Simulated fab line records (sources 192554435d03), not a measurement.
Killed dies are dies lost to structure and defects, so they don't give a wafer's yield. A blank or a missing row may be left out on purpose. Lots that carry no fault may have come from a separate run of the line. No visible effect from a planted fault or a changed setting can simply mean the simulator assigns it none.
A struck lot beside a sound one	flow n5 finfet	14 out of 1938 route steps
Sound: wafers L177.2, L177.4, L177.6. Wafers struck: L181.1, L181.4, L181.5. The cause is named last.
At each step with rows: each side's tool, then ch and its chambers, then its first start. Under that, the readings that differ: sound wafers	struck wafers	difference of the means	sigmas: that difference in standard deviations of wafers without a fault.
alike: readings with means less than 2 such deviations apart, plus words and numbers identical on both sides. not compared: withheld readings, readings lacking a value on some wafer, bounds such as >300 that could conceal the same value, and numbers that have no deviation in the record and whose values overlap.
A row with sigmas, a row that says differs or no value, or rows on one side alone: a step with any of these is where the two part. Numbers that don't overlap but have no deviation are shown without sigmas and don't part them. A reading missing from all wafers of one side parts the sides only when that side holds two or more wafers.

N5_BEOL_M12_OCD_MEAS_35:
  sound on ocd-01, day 11 08:26; struck on ocd-01, day 12 22:05
  alike: trench depth nm
then, 1 step without rows for these wafers: N5_BEOL_M12_STRIP_37 (strips in N2/H2).
N5_BEOL_M12_ETCH_38: etches SiCN in CF4/N2, target depth 68.7 nm, time 73.4 s.
  sound on rie diel-01 ch 2,3, day 11 08:35; struck on rie diel-02 ch 0,2, day 12 22:47
  alike: drypump motor current A, oes product au, rf vpp V, showerhead plenum p Torr, throttle valve pct
  not compared: rf hours counter h
then, 2 steps without rows for these wafers: N5_BEOL_M12_PRECLEAN_39 (cleans in residue remover, time 60 s); N5_BEOL_M12_SRD_40 (time 30 s, dry time 30 s).
N5_BEOL_M12_DEGAS_41: time 60 s.
  sound on pvd sputter-02, day 11 09:05; struck on pvd sputter-01, day 12 23:14
  alike: heater power w
then, 1 step without rows for these wafers: N5_BEOL_M12_PRE_CLEAN_42 (time 30 s).
N5_BEOL_M12_SPUTTER_43: material TaN, target thk 15 nm, time 24.19 s.
  sound on pvd sputter-02, day 11 09:10; struck on pvd sputter-01, day 12 23:19
reading	sound	struck	difference	sigmas
throttle valve pct (%)	28.8 29.4 29.0	31.8 30.8 30.8	+2.1	+2
N5_BEOL_M12_SPUTTER_44: material Ta, target thk 10 nm, time 16.13 s.
  sound on pvd sputter-02, day 11 09:14; struck on pvd sputter-01, day 12 23:23
  alike: throttle valve pct
then, 2 steps without rows for these wafers: N5_BEOL_M12_SPUTTER_45 (material Cu, target thk 80 nm, time 13.33 s); N5_BEOL_M12_ECD_47 (material Cu, target thk 720 nm).
N5_BEOL_M12_ANNEAL_48: time 90 s.
  sound on rtp anneal-01 ch 0, day 11 10:05; struck on rtp anneal-01 ch 0, day 13 01:23
  alike: wafer_temp_C_max
N5_BEOL_M12_CMP_49: polishes, stops on SiOC, t overpolish 20.6 s, target thk 320 nm.
  sound on cmp-02 ch 0,2, day 11 10:23; struck on cmp-02 ch 1,3, day 13 01:43
reading	sound	struck	difference	sigmas
barrier field endpoint s (s)	30.0 30.2 30.3	28.3 27.4 27.7	-2.4	-3
head pressure psi (psi)	0.9986 1.0006 1.0003	1.0478 1.0549 1.0527	+0.0520	+25
  alike: motor current A, overpolish run s
N5_PASSIVATION_PROBE_49:
  sound on prober-01, day 12 23:57; struck on prober-02, day 14 11:47
  alike: defect limited yield, killed_at_M0_to_M3, killed_at_M4_up, killed at contacts, killed at front end, killed at other, killed dies, killed open, killed short, sort_bin_5_function, sort_bin_6_memory, sort n pass, sort yield pct

== WHERE THEY PART ==
Earliest at N5_BEOL_M12_SPUTTER_43; latest, in this record, at N5_BEOL_M12_CMP_49. Later steps at which nothing parts them and some readings are alike: N5_PASSIVATION_PROBE_49.

WHY: whatever the simulator had introduced
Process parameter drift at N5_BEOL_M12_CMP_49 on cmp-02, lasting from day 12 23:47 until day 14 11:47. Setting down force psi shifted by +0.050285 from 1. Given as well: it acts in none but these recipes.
